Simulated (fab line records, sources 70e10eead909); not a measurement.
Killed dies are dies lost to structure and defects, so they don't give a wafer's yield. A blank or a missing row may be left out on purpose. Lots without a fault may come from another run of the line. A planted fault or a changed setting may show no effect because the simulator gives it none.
fab line records | flow nand_harc | part 1 of 2: steps 1 to 4 of 6
record lots=21 wafers=63 last_day=24
route steps=1159 shown P_ZERO_WELL@19 P_STI@87 P_CONTACT@240
lots that met no fault: from a run of the same line without faults
start_h: hours from the record's first day to the start of the lot's first wafer shown | wait_h: hours since the lot's step before | " the same as in the row above | L1.1+2: a row that stands for several wafers | - no value, or no start given | * or withheld: withheld | < > ~ a bound
route shown NAME@n: a module of which the file shows steps, and the number in the route of the first | usual: mean/standard deviation of fault-free wafers | same: alike in all rows | chamber/n: place in a boat | sites: the reading at each site | _std_site: their standard deviation | _edge_site: outer sites' mean less inner sites' | radius_mm: how far each site lies from the wafer's centre | mask NAME#n: copy n | behind: the tool/chamber that last shaped the wafer | hold: why the lot was held/for how many hours/how that ended | device: the transistor (n, p or np) that didn't switch | end of line: the same wafers' tests at the end of the route | a step without rows: its recipe alone | killed: dies lost to structure and defects at the first sort, not the wafer's yield | map: a wafer's dies, x killed, . not, _ none there
set.NAME: the setting as run; set.NAME@STEP: as run at that earlier step | model.NAME: the simulator's own value behind a step, which no gauge read
steps of the route over a sample of lots; a table a step, a row a wafer
services: from which hour (start_h, from the record's first day; less than 0 if before it) a tool's chamber was out of use, for how many hours, and why
## steps
# step NHARC_P_ZERO_WELL_ETCH_63
# recipe target_depth_a=1200 time_s=40.1 hbr_flow_sccm=150 cl2_flow_sccm=50 rf_w=400 icp_w=400 bias_w=100 chemistry=HBr/Cl2
# usual chamber_pressure_mTorr=15.002/0.014 drypump_motor_current_A=5.9/0.44 oes_product_au=0.998/0.0082 throttle_valve_pct=26.407/0.0098
# same time_s=40.1
# columns lot.wafer tool chamber start_h wait_h chamber_pressure_mTorr drypump_motor_current_A oes_product_au rf_hours_counter_h throttle_valve_pct
L074.3 rie_si-02 2 13.65 - 15.026 6.0 1.000 1.2 26.415
L074.2 " 1 " " 14.986 6.2 1.007 1.3 26.413
L074.6 " 2 " " 14.998 6.0 0.989 - 26.412
L075.3 rie_si-02 0 19.82 - 15.008 5.8 1.001 1.4 26.408
L075.4 " 1 " " 15.012 6.2 1.008 1.3 26.421
L075.5 " 0 " " 14.991 5.8 0.995 - 26.394
L076.2 rie_si-06 0 25.82 - 14.991 5.6 1.002 0.1 26.398
L076.5 " 0 " " 14.999 5.6 0.998 - 26.397
L076.6 " 1 " " 15.012 6.6 1.003 - 26.426
L078.3 rie_si-06 3 37.54 - 14.972 6.1 1.009 0.2 26.398
L078.4 " 0 " " 15.000 5.6 1.012 0.2 26.410
L078.5 " 3 " " 15.003 6.1 1.007 - 26.413
L079.2 rie_si-02 2 43.65 - 14.997 6.0 0.995 0.0 26.400
L079.3 " 3 " " 14.971 5.8 0.986 0.0 26.400
L079.6 " 2 " " 15.002 6.0 0.991 - 26.405
L080.1 rie_si-02 2 49.60 - 14.983 6.0 0.982 0.1 26.420
L080.6 " 0 " " 14.992 5.8 0.997 - 26.416
L080.5 " 1 " " 15.007 6.2 0.988 - 26.413
L081.1 rie_si-06 1 55.65 - 15.006 6.5 1.012 0.3 26.410
L081.2 " 2 " " 14.979 5.1 1.003 0.4 26.420
L081.6 " 2 " " 15.012 5.1 1.015 - 26.402
L083.4 rie_si-06 2 67.67 - 14.995 5.1 0.998 0.5 26.419
L083.3 " 3 " " 15.028 6.1 0.996 0.6 26.397
L083.2 " 0 " " 15.012 5.6 1.001 0.4 26.395
L084.1 rie_si-02 3 73.70 - 15.010 5.8 0.993 0.3 26.421
L084.5 " 0 " " 14.996 5.8 1.000 - 26.422
L084.6 " 1 " " 14.987 6.2 0.988 - 26.398
L085.1 rie_si-03 3 79.81 - 14.996 4.8 0.995 1.0 26.423
L085.6 " 0 " " 14.995 6.2 1.010 - 26.417
L085.5 " 1 " " 14.980 6.0 0.994 - 26.405
L086.3 rie_si-02 3 85.57 - 14.990 5.8 0.993 0.3 26.423
L086.2 " 0 " " 15.014 5.8 1.008 0.4 26.404
L086.5 " 0 " " 15.015 5.8 1.013 - 26.396
L087.3 rie_si-02 0 91.66 - 15.005 5.8 0.999 0.5 26.415
L087.2 " 1 " " 15.013 6.2 0.985 0.4 26.409
L087.5 " 3 " " 14.999 5.8 0.983 - 26.409
L088.4 rie_si-06 1 97.70 - 14.984 6.5 0.986 0.7 26.390
L088.2 " 0 " " 14.974 5.6 0.996 0.6 26.419
L088.5 " 2 " " 15.014 5.1 0.994 - 26.410
L089.2 rie_si-03 3 103.66 - 15.014 4.8 1.010 1.1 26.397
L089.3 " 2 " " 15.003 5.3 1.004 0.9 26.405
L089.5 " 0 " " 15.010 6.2 1.012 - 26.404
L091.1 rie_si-06 1 115.72 - 15.001 6.6 0.993 0.9 26.404
L091.5 " 2 " " 14.999 5.1 1.008 - 26.404
L091.6 " 3 " " 15.016 6.2 1.000 - 26.391
L092.1 rie_si-06 0 121.68 - 15.005 5.6 0.994 0.9 26.401
L092.4 " 1 " " 15.013 6.6 1.004 0.9 26.401
L092.6 " 3 " " 15.001 6.1 0.991 - 26.416
L093.2 rie_si-02 1 127.56 - 15.010 6.2 0.994 0.8 26.403
L093.3 " 2 " " 14.994 6.0 0.996 0.7 26.389
L093.6 " 3 " " 15.020 5.8 0.983 - 26.418
L094.3 rie_si-02 3 133.97 - 14.989 5.8 0.987 0.8 26.406
L094.1 " 1 " " 14.962 6.2 0.997 0.8 26.406
L094.5 " 3 " " 15.011 5.8 0.993 - 26.411
L095.3 rie_si-03 0 139.66 - 15.005 6.2 0.996 1.5 26.410
L095.6 " 0 " " 14.975 6.2 1.013 - 26.412
L095.5 " 1 " " 15.004 6.1 0.988 - 26.396
L096.3 rie_si-02 1 145.56 - 14.981 6.2 0.992 0.9 26.412
L096.2 " 3 " " 14.994 5.8 0.981 0.9 26.394
L096.1 " 0 " " 14.998 5.8 0.995 1.0 26.421
L097.2 rie_si-03 1 151.53 - 14.983 6.1 0.994 1.6 26.385
L097.3 " 2 " " 14.993 5.3 1.000 1.3 26.393
L097.5 " 1 " " 14.989 6.0 0.993 - 26.395
# step NHARC_P_ZERO_WELL_DESCUM_26
# recipe time_s=3 o2_flow_sccm=200 ar_flow_sccm=0 bias_power_w=0 chemistry=O2
# usual chamber_pressure_mTorr=60.00/0.054 drypump_motor_current_A=5.5/0.59 o2_flow_sccm=200.0/0.59 oes_product_au=1.000/0.0084 rf_vpp_V=58.0/0.85 showerhead_plenum_p_Torr=1.96/0.075 throttle_valve_pct=11.312/0.0091
# same time_s=3
# columns lot.wafer tool chamber start_h wait_h chamber_pressure_mTorr drypump_motor_current_A o2_flow_sccm oes_product_au rf_hours_counter_h rf_vpp_V showerhead_plenum_p_Torr throttle_valve_pct
L074.2 rie_diel-13 0 14.76 - 60.05 4.8 200.9 1.000 5 58.5 1.85 11.328
L074.3 " 3 " " 60.00 6.5 199.3 0.990 - 60.4 1.99 11.307
L074.6 " 3 " " 59.94 6.5 200.1 1.003 - 58.4 1.99 11.308
L075.3 rie_diel-06 3 20.89 - 60.03 5.0 200.1 0.995 7 59.2 1.94 11.316
L075.5 " 3 " " 59.91 5.0 199.8 0.988 - 57.5 1.94 11.296
L075.4 " 0 " " 59.93 5.9 199.7 1.001 - 58.9 1.99 11.310
L076.2 rie_diel-09 3 26.93 - 60.01 4.7 199.1 0.989 8 57.7 1.95 11.314
L076.5 " 3 " " 59.93 4.7 199.3 0.998 - 57.2 1.95 11.317
L076.6 " 0 " " 59.93 5.1 199.2 0.990 - 58.0 2.04 11.308
L078.4 rie_diel-06 0 38.52 - 59.97 5.9 200.4 0.996 8 58.2 1.99 11.310
L078.3 " 1 " " 59.95 6.2 200.5 0.988 8 56.8 2.00 11.312
L078.5 " 2 " " 60.01 5.6 199.5 1.003 - 59.0 2.07 11.313
L079.2 rie_diel-09 0 44.64 - 60.08 5.1 200.1 0.989 9 59.1 2.04 11.313
L079.3 " 1 " " 60.13 5.8 199.6 1.001 9 58.0 1.86 11.321
L079.6 " 0 " " 60.00 5.1 199.6 0.995 - 59.0 2.04 11.302
L080.1 rie_diel-06 3 50.67 - 59.97 5.0 200.7 0.993 9 58.6 1.94 11.312
L080.5 " 2 " " 60.02 5.6 201.3 0.999 - 57.6 2.07 11.311
L080.6 " 3 " " 60.08 5.0 199.5 0.983 - 57.4 1.94 11.311
L081.2 rie_diel-09 2 56.75 - 59.97 5.4 198.8 1.009 11 57.6 1.85 11.330
L081.1 " 0 " " 60.04 5.1 200.3 1.001 10 58.1 2.04 11.320
L081.6 " 0 " " 59.98 5.1 199.9 1.010 - 59.1 2.04 11.318
L083.3 rie_diel-09 1 68.74 - 60.01 5.8 198.8 1.002 11 57.0 1.86 11.317
L083.2 " 2 " " 59.97 5.4 199.8 1.011 12 57.8 1.85 11.318
L083.4 " 0 " " 59.98 5.1 199.2 0.999 11 58.2 2.04 11.300
L084.1 rie_diel-09 3 74.75 - 60.03 4.7 199.2 0.997 11 59.1 1.95 11.308
L084.5 " 3 " " 60.01 4.7 200.0 1.013 - 57.4 1.95 11.328
L084.6 " 0 " " 60.05 5.1 200.2 1.002 - 57.4 2.04 11.324
L085.1 rie_diel-06 3 80.86 - 60.01 5.0 199.4 0.991 0 58.4 1.94 11.305
L085.6 " 3 " " 60.00 5.0 200.2 0.990 - 57.6 1.94 11.297
L085.5 " 1 " " 59.96 6.1 200.4 0.998 - 56.8 2.00 11.311
L086.2 rie_diel-09 0 86.65 - 60.03 5.1 200.6 1.017 0 57.9 2.04 11.308
L086.3 " 1 " " 59.89 5.7 199.7 1.014 0 57.5 1.86 11.329
L086.5 " 1 " " 60.03 5.7 200.6 1.009 - 58.1 1.86 11.323
L087.2 rie_diel-13 0 92.74 - 59.99 4.8 200.6 1.010 11 58.2 1.85 11.294
L087.3 " 2 " " 60.09 5.2 200.3 1.006 12 58.6 2.00 11.300
L087.5 " 0 " " 59.97 4.8 199.9 1.007 - 57.5 1.85 11.316
L088.4 rie_diel-09 3 98.81 - 59.91 4.7 199.7 1.004 1 56.0 1.95 11.314
L088.2 " 0 " " 59.93 5.1 200.5 1.016 1 58.0 2.04 11.302
L088.5 " 3 " " 59.97 4.7 199.1 1.013 - 56.9 1.95 11.309
L089.3 rie_diel-06 2 104.78 - 59.94 5.6 200.8 0.998 2 58.2 2.07 11.319
L089.2 " 3 " " 59.98 5.0 199.5 0.993 3 57.7 1.94 11.309
L089.5 " 2 " " 60.13 5.6 199.8 1.000 - 59.0 2.07 11.312
L091.1 rie_diel-13 0 116.79 - 60.05 4.8 199.9 0.994 1 57.9 1.85 11.323
L091.5 " 3 " " 60.06 6.5 200.1 0.989 - 58.1 1.99 11.333
L091.6 " 0 " " 60.05 4.8 201.0 0.986 - 58.0 1.85 11.319
L092.4 rie_diel-13 3 122.64 - 60.01 6.5 200.8 0.993 1 58.2 1.99 11.318
L092.1 " 0 " " 59.99 4.8 199.3 0.995 1 58.1 1.85 11.320
L092.6 " 2 " " 60.01 5.2 199.5 1.000 - 59.1 2.00 11.295
L093.2 rie_diel-13 1 128.65 - 60.04 6.8 200.2 1.015 1 57.2 1.98 11.317
L093.3 " 2 " " 59.93 5.2 200.3 1.002 1 58.0 2.00 11.319
L093.6 " 0 " " 59.97 4.8 199.5 1.003 - 58.2 1.85 11.314
L094.3 rie_diel-06 2 135.06 - 59.97 5.6 200.5 0.991 4 59.1 2.07 11.326
L094.1 " 0 " " 60.04 5.9 200.1 0.982 5 57.5 1.99 11.311
L094.5 " 2 " " 59.97 5.6 200.4 0.992 - 58.6 2.07 11.308
L095.3 rie_diel-09 1 140.66 - 60.07 5.7 200.4 1.006 3 58.0 1.85 11.308
L095.6 " 0 " " 59.99 5.1 198.8 0.997 - 57.3 2.04 11.325
L095.5 " 1 " " 59.87 5.7 200.6 1.000 - 58.9 1.85 11.319
L096.1 rie_diel-09 2 146.66 - 60.02 5.4 200.4 1.007 4 57.2 1.84 11.320
L096.3 " 0 " " 59.94 5.1 199.7 1.011 4 57.1 2.04 11.306
L096.2 " 1 " " 60.07 5.7 201.0 0.998 3 56.7 1.86 11.329
L097.2 rie_diel-06 3 152.62 - 60.06 5.0 200.0 1.001 5 57.7 1.94 11.312
L097.3 " 0 " " 59.98 6.0 198.3 0.992 6 60.3 1.99 11.307
L097.5 " 3 " " 59.99 5.0 200.4 1.001 - 57.9 1.94 11.303
# step NHARC_P_ZERO_WELL_CD_MEAS_37
# recipe target_cd_nm=720 landing_energy_ev=500
# usual cd_nm=719.5/1.3
# columns lot.wafer tool chamber start_h wait_h cd_nm
L074.2 cd_sem-03 0 16.33 - 718.8
L074.3 " 0 " " 721.6
L074.6 " 0 " " 718.3
L075.3 cd_sem-03 0 22.28 - 717.9
L075.4 " 0 " " 717.4
L075.5 " 0 " " 718.5
L076.2 cd_sem-02 0 28.41 - 718.5
L076.5 " 0 " " 719.5
L076.6 " 0 " " 719.3
L078.3 cd_sem-01 0 39.97 - 720.0
L078.4 " 0 " " 720.9
L078.5 " 0 " " 720.9
L079.2 cd_sem-02 0 46.10 - 718.9
L079.3 " 0 " " 718.9
L079.6 " 0 " " 719.3
L080.1 cd_sem-03 0 52.14 - 720.9
L080.5 " 0 " " 722.4
L080.6 " 0 " " 723.5
L081.1 cd_sem-03 0 58.17 - 721.9
L081.2 " 0 " " 720.5
L081.6 " 0 " " 720.8
L083.2 cd_sem-02 0 70.22 - 718.6
L083.3 " 0 " " 719.2
L083.4 " 0 " " 718.3
L084.1 cd_sem-02 0 76.12 - 719.9
L084.5 " 0 " " 716.9
L084.6 " 0 " " 720.2
L085.1 cd_sem-02 0 82.24 - 719.7
L085.5 " 0 " " 719.6
L085.6 " 0 " " 718.4
L086.2 cd_sem-02 0 88.14 - 717.3
L086.3 " 0 " " 719.4
L086.5 " 0 " " 718.3
L087.2 cd_sem-02 0 94.11 - 718.7
L087.3 " 0 " " 719.0
L087.5 " 0 " " 719.7
L088.2 cd_sem-02 0 100.16 - 720.2
L088.4 " 0 " " 721.8
L088.5 " 0 " " 721.3
L089.2 cd_sem-02 0 106.12 - 720.0
L089.3 " 0 " " 719.6
L089.5 " 0 " " 716.3
L091.1 cd_sem-01 0 118.26 - 721.4
L091.5 " 0 " " 722.1
L091.6 " 0 " " 720.9
L092.1 cd_sem-02 0 124.12 - 720.1
L092.4 " 0 " " 719.3
L092.6 " 0 " " 718.4
L093.2 cd_sem-02 0 130.00 - 720.9
L093.3 " 0 " " 720.1
L093.6 " 0 " " 722.2
L094.1 cd_sem-02 0 136.43 - 718.4
L094.3 " 0 " " 719.4
L094.5 " 0 " " 720.1
L095.3 cd_sem-03 0 142.13 - 718.7
L095.5 " 0 " " 721.1
L095.6 " 0 " " 718.6
L096.1 cd_sem-01 0 148.08 - 719.1
L096.2 " 0 " " 718.7
L096.3 " 0 " " 717.8
L097.2 cd_sem-02 0 154.12 - 718.4
L097.3 " 0 " " 717.9
L097.5 " 0 " " 717.2
# step NHARC_P_STI_DESCUM_14
# recipe time_s=3 o2_flow_sccm=200 ar_flow_sccm=0 bias_power_w=0 chemistry=O2
# usual chamber_pressure_mTorr=60.00/0.051 drypump_motor_current_A=6.0/0.41 o2_flow_sccm=200.0/0.61 oes_product_au=0.998/0.008 rf_vpp_V=58.0/0.87 showerhead_plenum_p_Torr=1.97/0.071 throttle_valve_pct=11.310/0.0088
# same time_s=3
# columns lot.wafer tool chamber start_h wait_h chamber_pressure_mTorr drypump_motor_current_A o2_flow_sccm oes_product_au rf_hours_counter_h rf_vpp_V showerhead_plenum_p_Torr throttle_valve_pct
L074.2 rie_diel-05 2 34.31 - 59.99 5.6 200.7 1.002 3.1 58.5 2.01 11.329
L074.3 " 3 " " 59.91 5.4 199.7 1.011 2.8 57.8 1.95 11.315
L074.6 " 2 " " 59.92 5.6 200.1 1.007 - 59.3 2.01 11.303
L075.4 rie_diel-05 3 45.23 - 59.95 5.4 200.8 1.009 3.5 56.7 1.95 11.301
L075.3 " 1 " " 60.12 6.2 199.1 1.001 3.6 57.8 1.93 11.320
L075.5 " 3 " " 59.97 5.4 200.1 0.999 - 57.5 1.95 11.301
L076.2 rie_diel-07 2 45.27 - 59.99 5.8 199.9 1.012 4.4 58.1 2.06 11.329
L076.5 " 1 " " 59.95 6.7 200.0 1.003 - 60.0 1.95 11.304
L076.6 " 2 " " 60.06 5.8 199.1 1.005 - 59.6 2.06 11.306
L078.4 rie_diel-07 2 59.10 - 59.98 5.8 200.2 0.996 5.0 58.1 2.06 11.312
L078.3 " 1 " " 60.01 6.7 199.7 0.997 5.1 58.0 1.95 11.307
L078.5 " 3 " " 60.04 6.3 200.1 0.996 - 58.6 1.95 11.308
L079.2 rie_diel-08 0 65.94 - 59.98 6.4 198.8 0.993 2.9 58.2 2.05 11.308
L079.3 " 2 " " 59.94 6.3 200.0 1.010 3.1 58.0 2.07 11.324
L079.6 " 0 " " 60.01 6.4 199.6 1.008 - 57.9 2.05 11.306
L080.1 rie_diel-05 1 71.19 - 59.99 6.2 200.8 1.001 5.3 59.0 1.93 11.314
L080.6 " 1 " " 60.07 6.2 200.4 0.997 - 58.3 1.93 11.308
L080.5 " 2 " " 59.97 5.6 200.2 1.004 - 59.1 2.01 11.301
L081.1 rie_diel-08 3 77.76 - 59.93 5.9 199.7 0.985 3.2 58.4 1.95 11.306
L081.2 " 1 " " 59.92 6.5 199.4 0.993 3.4 58.5 2.00 11.302
L081.6 " 3 " " 60.05 5.9 200.1 0.992 - 58.4 1.95 11.319
L083.2 rie_diel-07 2 90.42 - 59.95 5.8 199.7 0.984 0.6 58.0 2.06 11.305
L083.4 " 3 " " 60.04 6.3 201.4 1.005 0.6 57.6 1.95 11.313
L083.3 " 1 " " 59.96 6.6 198.9 0.988 0.2 57.0 1.95 11.313
L084.1 rie_diel-08 2 95.15 - 59.91 6.2 200.6 0.984 3.7 57.9 2.07 11.307
L084.6 " 2 " " 60.04 6.3 200.0 0.999 - 58.0 2.07 11.311
L084.5 " 3 " " 59.92 5.9 200.2 0.997 - 58.7 1.95 11.311
L085.1 rie_diel-08 0 102.13 - 60.01 6.4 200.2 1.011 3.8 58.4 2.05 11.302
L085.6 " 1 " " 60.03 6.5 200.2 1.011 - 56.9 2.00 11.314
L085.5 " 2 " " 59.98 6.2 200.1 1.001 - 58.8 2.07 11.317
L086.3 rie_diel-05 2 109.20 - 59.95 5.6 199.4 0.994 8.1 59.9 2.01 11.309
L086.2 " 3 " " 60.00 5.4 200.5 1.003 7.4 57.8 1.95 11.325
L086.5 " 0 " " 59.98 6.1 199.2 0.994 - 58.3 1.94 11.306
L087.3 rie_diel-08 0 115.42 - 60.02 6.4 199.7 0.990 4.2 57.7 2.05 11.307
L087.2 " 1 " " 60.03 6.5 199.6 0.999 4.3 59.1 2.00 11.315
L087.5 " 3 " " 60.02 5.9 200.0 0.995 - 57.3 1.95 11.316
L089.2 rie_diel-05 3 123.54 - 60.15 5.4 199.5 1.001 8.5 56.9 1.95 11.328
L089.3 " 0 " " 60.08 6.1 200.2 1.001 7.6 58.0 1.94 11.307
L089.5 " 2 " " 59.98 5.6 197.9 0.992 - 59.1 2.01 11.330
L088.2 rie_diel-07 0 123.70 - 60.02 5.4 201.4 0.994 1.6 56.3 1.80 11.342
L088.4 " 2 " " 59.98 5.8 199.9 0.986 1.7 58.3 2.06 11.302
L088.5 " 0 " " 60.03 5.4 199.4 0.978 - 56.6 1.80 11.311
L091.1 rie_diel-07 1 137.22 - 59.96 6.7 200.2 0.982 1.5 58.0 1.95 11.306
L091.6 " 0 " " 59.96 5.4 200.4 0.994 - 58.2 1.80 11.304
L091.5 " 1 " " 59.98 6.6 199.5 0.995 - 57.1 1.95 11.294
L092.4 rie_diel-08 1 145.42 - 59.95 6.5 201.5 1.013 0.5 58.0 2.00 11.312
L092.1 " 3 " " 59.92 5.9 199.3 1.006 0.5 59.1 1.95 11.308
L092.6 " 0 " " 59.99 6.4 200.1 1.019 - 58.4 2.05 11.319
L093.2 rie_diel-07 1 150.84 - 60.05 6.6 199.3 0.984 2.2 57.9 1.95 11.303
L093.3 " 2 " " 59.96 5.8 199.2 0.991 2.7 57.5 2.06 11.319
L093.6 " 1 " " 59.93 6.7 199.1 0.998 - 58.1 1.95 11.306
L094.3 rie_diel-05 1 155.58 - 60.03 6.2 200.0 0.996 12.0 57.3 1.93 11.308
L094.1 " 2 " " 59.98 5.6 200.3 0.998 12.1 59.5 2.01 11.308
L094.5 " 0 " " 60.03 6.1 199.0 1.000 - 59.1 1.94 11.307
L095.3 rie_diel-07 2 164.74 - 60.02 5.8 199.7 0.984 3.2 57.7 2.06 11.313
L095.5 " 0 " " 60.03 5.5 199.3 0.982 - 57.5 1.80 11.314
L095.6 " 1 " " 60.08 6.7 199.3 0.982 - 56.5 1.95 11.312
L096.2 rie_diel-08 2 167.26 - 60.04 6.2 200.0 0.993 0.8 58.3 2.07 11.306
L096.1 " 3 " " 59.91 5.9 199.5 0.994 0.9 57.6 1.95 11.308
L096.3 " 1 " " 60.02 6.5 198.9 1.003 0.9 58.8 2.00 11.318
L097.2 rie_diel-07 3 176.44 - 59.97 6.3 199.9 1.006 3.7 58.0 1.95 11.299
L097.3 " 0 " " 60.06 5.4 200.1 0.998 3.5 57.9 1.80 11.307
L097.5 " 1 " " 59.98 6.6 199.3 1.002 - 57.3 1.95 11.308
